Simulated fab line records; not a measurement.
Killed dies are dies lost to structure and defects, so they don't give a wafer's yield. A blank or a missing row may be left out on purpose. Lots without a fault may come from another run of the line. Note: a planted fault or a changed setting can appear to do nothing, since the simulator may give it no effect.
Struck lot and sound lot, side by side	flow nand_harc	15 out of 1159 route steps
Sound: wafers L439.1, L439.4, L439.6. Struck: wafer L458.4 (left out: L458.3, a lot-mate that was not struck); the cause follows at the end.
For every step that has rows: the tool of each side, followed by ch and its chambers, followed by its first start. Under that, the readings that differ: sound wafers	struck wafers	difference of the means	sigmas: that difference in standard deviations of wafers without a fault.
alike: readings with means less than 2 such deviations apart, plus words and numbers identical on both sides. not compared: withheld readings, readings lacking a value on some wafer, bounds such as >300 that could conceal the same value, and numbers that have no deviation in the record and whose values overlap.
The two part at a step that has a row with sigmas, a row that says differs or no value, or rows on one side only. Non-overlapping numbers with no deviation appear without sigmas and do not part them. Lack of a reading on every wafer of one side parts them only where that side has two or more wafers.

first, 1 step without rows for these wafers: NHARC_A_ONON_D1_DEP_03 (target thk 1000 nm).
NHARC_A_ONON_D1_THK_MEAS_05: measures by ellipsometry.
  sound on film_metro-02 at day 8 13:32; struck on film_metro-02 at day 13 16:52
  alike: thk_nm
next comes 1 step that has no rows for these wafers: NHARC_A_ONON_D1_DEP_06 (target thickness 1000 nm).
NHARC_A_ONON_D1_THK_MEAS_08: measures by ellipsometry.
  sound on film_metro-02 at day 8 14:07; struck on film_metro-02 at day 13 17:26
  alike: thk_nm
next comes 1 step that has no rows for these wafers: NHARC_A_ONON_D1_DEP_09 (target thickness 1000 nm).
NHARC_A_ONON_D1_THK_MEAS_11: measures by ellipsometry.
  sound on film_metro-01 at day 8 14:41; struck on film_metro-02 at day 13 17:59
  alike: thk_nm
next comes 1 step that has no rows for these wafers: NHARC_A_ONON_D1_DEP_12 (target thickness 1000 nm).
NHARC_A_ONON_D1_THK_MEAS_14: measures by ellipsometry.
  sound on film_metro-01 at day 8 15:15; struck on film_metro-02 at day 13 18:34
  alike: thk_nm
then, 2 steps without rows for these wafers: NHARC_A_ONON_D1_ANNEAL_15 (time 3600 s); NHARC_A_ONON_D1_DEP_16 (target thk 1000 nm).
NHARC_A_ONON_D1_THK_MEAS_18: measures by ellipsometry.
  sound on film_metro-02 at day 8 22:18; struck on film_metro-02 at day 14 01:46
  alike: thk_nm
NHARC_A_ONON_D1_DEP_19: target thk 1000 nm.
  sound on pecvd_onon-03 ch 0, day 8 22:21; struck on pecvd_onon-03 ch 0, day 14 01:56
  alike: sih4_flow_sccm
NHARC_A_ONON_D1_THK_MEAS_21: measures by ellipsometry.
  sound on film_metro-01 at day 8 22:52; struck on film_metro-02 at day 14 02:20
reading	sound	struck	difference	sigmas
thk_nm (nm)	988 987 987	1638	+651	+78
next comes 1 step that has no rows for these wafers: NHARC_A_ONON_D1_DEP_22 (target thickness 1000 nm).
-- the record jumps here: 11 days lie between the struck wafers' starts before and after (it left off in module A_ONON_D1 and takes up again in module END, whose first step shown is number 1159 of the route) --
NHARC_END_SORT_01:
  the record has rows for the struck wafers here (prober-01 ch 0, day 24 22:28) and none for the sound ones

## WHERE THEY PART
Earliest at NHARC_A_ONON_D1_THK_MEAS_21; latest, in this record, at NHARC_END_SORT_01.

WHY: whatever the simulator had introduced
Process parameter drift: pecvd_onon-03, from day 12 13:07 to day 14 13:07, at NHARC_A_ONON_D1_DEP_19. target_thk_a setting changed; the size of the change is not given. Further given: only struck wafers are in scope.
